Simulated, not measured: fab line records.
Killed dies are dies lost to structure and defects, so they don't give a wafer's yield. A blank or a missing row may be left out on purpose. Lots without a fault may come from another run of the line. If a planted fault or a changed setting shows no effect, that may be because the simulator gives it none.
Split-lot study | flow n5_finfet | 21 wafers read from 7 lots, route of 1938 steps

## ABOUT THE SPLIT
At N5_FIN_SAQP_EXPOSE_13 (exposes mask FIN CORE, target cd 35.6 nm), the setting dose_mj was moved away from the recipe's 63.25 on 3 of the 21 wafers read, by -5.5% to +5.1%. For the rest of the wafers, this setting stayed at what the recipe calls for.

## FROM THE SPLIT TO THE READING: what the file shows between them, 2 steps
- N5_FIN_SAQP_PEB_14: peb time 60 s
- N5_FIN_SAQP_DEVELOP_15: develop time 30 s

## THE READING
cd_nm at N5_FIN_SAQP_CD_MEAS_16, given in nm (cd target 35.6 nm). Fault-free wafers of this fab line usually give 35.8 nm, standard deviation 0.32 nm.

wafer  | tool, chamber at the split | dose_mj as run | against the recipe | cd_nm, nm | against lot-mates on the recipe
L074.2 | arfi_scanner-01, 0         | 63.25          | recipe             | 35.7      | -
L074.4 | arfi_scanner-01, 0         | 63.25          | recipe             | 35.8      | -
L074.5 | arfi_scanner-01, 0         | 63.25          | recipe             | 35.2      | -
L080.2 | arfi_scanner-02, 0         | 63.25          | recipe             | 36.1      | -
L080.3 | arfi_scanner-02, 0         | 63.25          | recipe             | 36.2      | -
L080.6 | arfi_scanner-02, 0         | 63.25          | recipe             | 36.4      | -
L083.2 | arfi_scanner-03, 0         | 63.25          | recipe             | 35.8      | -
L083.5 | arfi_scanner-03, 0         | 63.25          | recipe             | 35.6      | -
L083.6 | arfi_scanner-03, 0         | 63.25          | recipe             | 36.2      | -
L084.1 | arfi_scanner-03, 0         | 63.25          | recipe             | 35.9      | -
L084.2 | arfi_scanner-03, 0         | 63.25          | recipe             | 35.5      | -
L084.3 | arfi_scanner-03, 0         | 63.25          | recipe             | 36.0      | -
L087.2 | arfi_scanner-01, 0         | 63.25          | recipe             | 36.1      | -
L087.4 | arfi_scanner-01, 0         | 59.78          | -5.5%              | 38.0      | +1.8
L087.5 | arfi_scanner-01, 0         | 63.25          | recipe             | 36.3      | -
L092.2 | arfi_scanner-03, 0         | 66.47          | +5.1%              | 34.5      | -2.1
L092.4 | arfi_scanner-03, 0         | 63.25          | recipe             | 36.6      | -
L092.6 | arfi_scanner-03, 0         | 66.47          | +5.1%              | 34.7      | -1.9
L094.1 | arfi_scanner-01, 0         | 63.25          | recipe             | 35.8      | -
L094.4 | arfi_scanner-01, 0         | 63.25          | recipe             | 35.8      | -
L094.5 | arfi_scanner-01, 0         | 63.25          | recipe             | 35.6      | -

FIT RESULTS
A straight line over all 21 wafers: cd_nm changes by -0.306 nm for each +1% of dose_mj; r = -0.87; the points scatter about the line by 0.35 nm.
The same after taking each lot's own level away (the mean of its wafers on the recipe; 21 wafers): -0.368 nm for each +1%; r = -0.97; scatter 0.19 nm.
That fit puts the effect of the largest move of dose_mj on the reading at 2 nm.
The lots' own levels span 35.57 to 36.60 nm, that is 3.2 times the standard deviation above.
Thus the slope moves with the lot-to-lot level: the two fits are different.
Check: with one of the wafers moved furthest among these (-5.5%) left out of the fit, the line predicts +2.16 nm for it against its lot-mates. Against them it came out at +1.8 nm.

## OTHER SPLITS ON THESE WAFERS
These wafers also went through other splits before the reading. Each is held against what the fit with the lots' levels taken away leaves over:
other split on the same wafers         | wafers away from the commonest value | r with cd_nm (lot level and that fit taken away)
N5_WELL_APT_PEB_06 peb_time_s          | 8                                    | +0.11
N5_WELL_APT_COAT_19 spin_rpm           | 6                                    | +0.10
N5_PMOS_HMC_CHANNEL_EPI_ETCH_32 bias_w | 5                                    | +0.00

## THE FILE'S OWN FIT
cd_nm changes by -0.359 nm for each +1% of dose_mj, r = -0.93.
